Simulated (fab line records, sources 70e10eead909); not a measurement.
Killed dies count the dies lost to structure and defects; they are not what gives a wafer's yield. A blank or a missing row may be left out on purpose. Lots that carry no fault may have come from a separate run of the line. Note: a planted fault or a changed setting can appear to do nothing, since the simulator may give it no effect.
fab line records    flow nand_harc    part 2 of 2: steps 27 to 32 of 32
[record] lots = 5  wafers = 15  last_day = 34
route steps=1302 shown A_ONON_D2@561 A_CHANNEL_HOLE_D2@570
lots with no fault: from the same line, run without faults
start_h: hours from the record's opening day to when the first of the lot's shown wafers began    wait_h: time in hours since the lot's previous step    " same as the row above    L1.1+2: a single row standing in for several wafers    - no value present, or no start provided    * or withheld: withheld    < > ~ a bound
route shown NAME@n: names a module that has steps shown in the file, with the first one's number in the route    usual: mean/standard deviation of fault-free wafers    same: alike in all rows    chamber/n: place in a boat    sites: the reading at each site    _std_site: the standard deviation of these    _edge_site: mean of outer sites minus mean of inner sites    radius_mm: for every site, how far away it sits from the centre of the wafer    mask NAME#n: copy n    behind: the most recent tool/chamber to have shaped the wafer    hold: what put the lot on hold/how long, in hours/how the hold closed    device: the transistor (n, p or np) that didn't switch    end of line: at the end of the route, the tests of the same wafers    where a step has no rows: the recipe by itself    killed: the dies lost at the first sort to structure and to defects; this is not the yield of the wafer    map: shows each die of a wafer: x if killed, . if not, _ if none is there
set.NAME: the setting that was run; set.NAME@STEP: the one run at that earlier step    model.NAME: the simulator's own value behind a step, which no gauge read
lots seen at some steps along the route; tables by step, rows by wafer
services: from which hour (start_h, from the record's first day; less than 0 if before it) a tool's chamber was out of use, for how many hours, and why
[[steps]]
[step NHARC_A_CHANNEL_HOLE_D2_ETCH_34]
[recipe] target_depth_a = 1540  time_s = 77  cf4_flow_sccm = 100  chf3_flow_sccm = 30  ar_flow_sccm = 0  rf_w = 500  bias_w = 200  chemistry = CF4/CHF3
[usual] drypump_motor_current_A = 5.6/0.38  oes_product_au = 0.956/0.02  rf_vpp_V = 370.4/1.8  showerhead_plenum_p_Torr = 1.57/0.047  throttle_valve_pct = 16.802/0.0084
lot.wafer  tool         chamber  start_h  wait_h  drypump_motor_current_A  oes_product_au  rf_hours_counter_h  rf_vpp_V  showerhead_plenum_p_Torr  throttle_valve_pct
L081.4     rie_diel-08  0        -        -       5.5                      0.993           7.2                 370.1     1.55                      16.804
L081.5     "            2        "        "       6.0                      0.945           -                   367.9     1.50                      16.810
L081.6     "            3        "        "       5.3                      0.953           -                   366.4     1.48                      16.804
L082.4     rie_diel-09  1        -        -       5.5                      0.946           2.4                 368.7     1.55                      16.818
L082.2     "            2        "        "       6.6                      0.958           2.4                 371.0     1.54                      16.804
L082.6     "            3        "        "       4.9                      0.958           -                   375.5     1.65                      16.802
L086.1     rie_diel-09  1        -        -       5.5                      0.958           3.3                 368.5     1.55                      16.801
L086.3     "            2        "        "       6.6                      0.959           3.4                 369.5     1.55                      16.803
L086.4     "            1        "        "       5.5                      0.952           -                   371.6     1.55                      16.808
L095.4     rie_diel-08  3        -        -       5.3                      0.958           5.9                 367.2     1.48                      16.810
L095.5     "            0        "        "       5.5                      0.968           -                   370.9     1.55                      16.795
L095.6     "            1        "        "       5.9                      0.929           -                   373.4     1.63                      16.815
L097.3     rie_diel-08  2        -        -       6.0                      0.942           6.0                 368.4     1.49                      16.811
L097.4     "            0        "        "       5.5                      0.954           6.1                 370.5     1.55                      16.780
L097.1     "            1        "        "       5.9                      0.934           5.4                 371.2     1.63                      16.789
[step NHARC_A_CHANNEL_HOLE_D2_ETCH_16]
[recipe] target_depth_a = 31000  over_etch_frac = 0.3  time_s = 806  ion_energy_ev = 150  o2_flow_sccm = 400  cos_flow_sccm = 20  ar_flow_sccm = 0  rf_w = 500  bias_w = 300  chemistry = O2/COS
[usual] drypump_motor_current_A = 5.6/0.37  oes_product_au = 0.997/0.014  rf_vpp_V = 314.0/1.6  showerhead_plenum_p_Torr = 3.11/0.096  throttle_valve_pct = 28.330/0.0091
lot.wafer  tool         chamber  start_h  wait_h  drypump_motor_current_A  oes_product_au  rf_hours_counter_h  rf_vpp_V  showerhead_plenum_p_Torr  throttle_valve_pct
L081.4     rie_diel-08  3        -        -       5.3                      0.989           7.7                 311.3     2.93                      28.340
L081.5     "            3        "        "       5.3                      0.983           -                   312.2     2.93                      28.309
L081.6     "            0        "        "       5.5                      1.017           -                   312.5     3.07                      28.327
L082.2     rie_diel-09  0        -        -       5.4                      0.979           2.3                 312.4     3.04                      28.326
L082.4     "            1        "        "       5.6                      0.991           2.5                 313.7     3.08                      28.332
L082.6     "            2        "        "       6.6                      1.005           -                   312.9     3.07                      28.355
L086.3     rie_diel-09  2        -        -       6.6                      1.001           3.5                 313.3     3.07                      28.326
L086.1     "            0        "        "       5.4                      0.977           3.3                 311.9     3.04                      28.319
L086.4     "            0        "        "       5.5                      0.967           -                   313.9     3.04                      28.348
L095.4     rie_diel-08  2        -        -       6.0                      1.014           5.6                 311.7     2.97                      28.320
L095.6     "            3        "        "       5.3                      0.997           -                   311.2     2.93                      28.334
L095.5     "            0        "        "       5.5                      1.017           -                   313.8     3.07                      28.320
L097.4     rie_diel-08  2        -        -       6.0                      1.000           6.2                 312.9     2.97                      28.325
L097.1     "            3        "        "       5.3                      0.993           6.9                 311.8     2.93                      28.336
L097.3     "            0        "        "       5.5                      1.026           6.2                 313.3     3.07                      28.324
[step NHARC_A_CHANNEL_HOLE_D2_CD_MEAS_18]
[usual] cd_nm = 99.1/2.7
lot.wafer  tool       chamber  start_h  wait_h  cd_nm
L081.4     cd_sem-02  -        363.19   -       99.3
L081.5     "          -        "        "       98.2
L081.6     "          -        "        "       97.0
L082.2     cd_sem-02  -        377.83   -       96.7
L082.4     "          -        "        "       100.9
L082.6     "          -        "        "       100.1
L086.1     cd_sem-02  -        396.73   -       99.5
L086.3     "          -        "        "       99.2
L086.4     "          -        "        "       100.7
L095.4     cd_sem-01  -        504.10   -       96.6
L095.5     "          -        "        "       104.8
L095.6     "          -        "        "       100.1
L097.1     cd_sem-03  -        525.32   -       103.6
L097.3     "          -        "        "       101.4
L097.4     "          -        "        "       96.9
[step NHARC_A_CHANNEL_HOLE_D2_ETCH_19]
[recipe] bias_v = 1200  source_w = 2500  pressure_mtorr = 15  time_s = 34.5  ar_flow_sccm = 375  c4f8_flow_sccm = 28.8  o2_flow_sccm = 96.2  temp_c = -20  target_depth_a = *  chemistry = C4F8/O2/Ar
[usual] drypump_motor_current_A = 6.1/0.5  showerhead_plenum_p_Torr = 3.71/0.18  throttle_valve_pct = 37.038/0.0089
lot.wafer  tool         chamber  start_h  wait_h  drypump_motor_current_A  rf_hours_counter_h  showerhead_plenum_p_Torr  throttle_valve_pct
L081.4     har_etch-02  1        363.73   0.5     6.1                      -                   3.52                      37.034
L081.5     "            1        "        "       6.1                      -                   3.52                      37.042
L081.6     "            0        "        "       5.3                      -                   3.54                      37.028
L082.2     har_etch-01  0        377.92   0.1     6.4                      198                 3.56                      37.032
L082.4     "            1        "        "       6.6                      -                   3.72                      37.050
L082.6     "            0        "        "       6.5                      -                   3.56                      37.050
L086.1     har_etch-01  0        398.75   2.0     6.5                      213                 3.55                      37.054
L086.4     "            1        "        "       6.6                      -                   3.71                      37.031
L086.3     "            0        "        "       6.5                      -                   3.56                      37.024
L095.4     har_etch-01  0        504.22   0.1     6.5                      -                   3.52                      37.042
L095.6     "            1        "        "       6.6                      -                   3.67                      37.037
L095.5     "            0        "        "       6.5                      -                   3.52                      37.022
L097.1     har_etch-02  0        525.41   0.1     5.3                      76                  3.94                      37.034
L097.4     "            1        "        "       6.1                      -                   3.94                      37.040
L097.3     "            0        "        "       5.3                      -                   3.94                      37.027
[step NHARC_A_CHANNEL_HOLE_D2_ETCH_20]
[recipe] bias_v = 3000  source_w = withheld  pressure_mtorr = 20  time_s = 361.9  ar_flow_sccm = 375  c4f8_flow_sccm = 89.3  o2_flow_sccm = 35.7  temp_c = -20  target_depth_a = 16000  chemistry = C4F8/O2/Ar
[usual] drypump_motor_current_A = 6.1/0.5  showerhead_plenum_p_Torr = 3.67/0.17  throttle_valve_pct = 32.155/0.0089
lot.wafer  tool         chamber  start_h  wait_h  drypump_motor_current_A  rf_hours_counter_h  showerhead_plenum_p_Torr  throttle_valve_pct
L081.4     har_etch-02  1        363.91   0.2     6.1                      -                   3.49                      32.168
L081.5     "            1        "        "       6.1                      -                   3.49                      32.153
L081.6     "            0        "        "       5.3                      -                   3.51                      32.151
L082.2     har_etch-01  0        378.06   0.1     6.5                      198                 3.53                      32.157
L082.4     "            1        "        "       6.5                      -                   3.67                      32.152
L082.6     "            0        "        "       6.4                      -                   3.53                      32.169
L086.1     har_etch-01  0        398.90   0.1     6.4                      213                 3.52                      32.153
L086.4     "            1        "        "       6.6                      -                   3.67                      32.143
L086.3     "            0        "        "       6.4                      -                   3.52                      32.153
L095.4     har_etch-01  0        504.44   0.2     6.4                      -                   3.49                      32.170
L095.6     "            1        "        "       6.6                      -                   3.64                      32.167
L095.5     "            0        "        "       6.5                      -                   3.49                      32.150
L097.1     har_etch-02  0        525.55   0.1     5.3                      76                  3.89                      32.156
L097.4     "            1        "        "       6.1                      -                   3.89                      32.168
L097.3     "            0        "        "       5.3                      -                   3.89                      32.150
[step NHARC_A_CHANNEL_HOLE_D2_ETCH_21]
[recipe] bias_v = 3000  source_w = withheld  pressure_mtorr = 20  time_s = 514.3  ar_flow_sccm = 375  c4f8_flow_sccm = 89.3  o2_flow_sccm = 35.7  temp_c = -20  target_depth_a = 16000  chemistry = C4F8/O2/Ar
[usual] drypump_motor_current_A = 6.1/0.5  showerhead_plenum_p_Torr = 3.67/0.17  throttle_valve_pct = 32.155/0.0092
lot.wafer  tool         chamber  start_h  wait_h  drypump_motor_current_A  rf_hours_counter_h  showerhead_plenum_p_Torr  throttle_valve_pct
L081.4     har_etch-02  1        364.26   0.3     6.1                      -                   3.49                      32.164
L081.5     "            1        "        "       6.1                      -                   3.49                      32.157
L081.6     "            0        "        "       5.3                      -                   3.51                      32.142
L082.2     har_etch-01  0        378.40   0.3     6.4                      199                 3.53                      32.161
L082.4     "            1        "        "       6.6                      -                   3.67                      32.154
L082.6     "            0        "        "       6.4                      -                   3.53                      32.154
L086.1     har_etch-01  0        399.23   0.3     6.4                      214                 3.52                      32.150
L086.4     "            1        "        "       6.6                      -                   3.67                      32.149
L086.3     "            0        "        "       6.4                      -                   3.52                      32.162
L095.4     har_etch-01  0        504.81   0.3     6.4                      -                   3.49                      32.149
L095.6     "            1        "        "       6.6                      -                   3.63                      32.165
L095.5     "            0        "        "       6.5                      -                   3.49                      32.145
L097.1     har_etch-02  0        525.89   0.3     5.3                      76                  3.89                      32.150
L097.4     "            1        "        "       6.1                      -                   3.89                      32.166
L097.3     "            0        "        "       5.3                      -                   3.89                      32.129
[[services]]
tool             chamber  start_h  hours  kind
arfi_scanner-02  -        338.62   0.8    repair
litho_track-06   -        354.00   7.0    pm
pecvd-01         0        362.57   9.0    repair
rie_diel-08      1        363.79   6.3    repair
pecvd-03         -        366.24   13.0   pm
pecvd_onon-02    -        366.78   13.0   pm
rie_diel-08      -        367.80   9.0    pm
arfi_scanner-02  -        374.43   0.5    repair
har_etch-02      -        377.00   17.0   pm
litho_track-04   -        378.00   7.0    pm
rie_diel-09      3        388.06   11.3   repair
pecvd-03         -        391.07   9.2    repair
pecvd-02         -        408.00   13.0   pm
arfi_scanner-01  -        424.00   4.0    pm
acl_dep-02       -        430.49   13.0   pm
pecvd-04         -        450.00   13.0   pm
pecvd_onon-01    -        450.40   13.0   pm
pecvd-03         0        465.60   1.8    repair
pecvd-04         0        482.87   4.0    repair
acl_dep-03       -        483.64   13.0   pm
arfi_scanner-01  -        491.24   1.1    repair
pecvd_onon-04    -        493.91   13.0   pm
rie_diel-09      -        497.10   9.0    pm
litho_track-01   -        505.00   7.0    pm
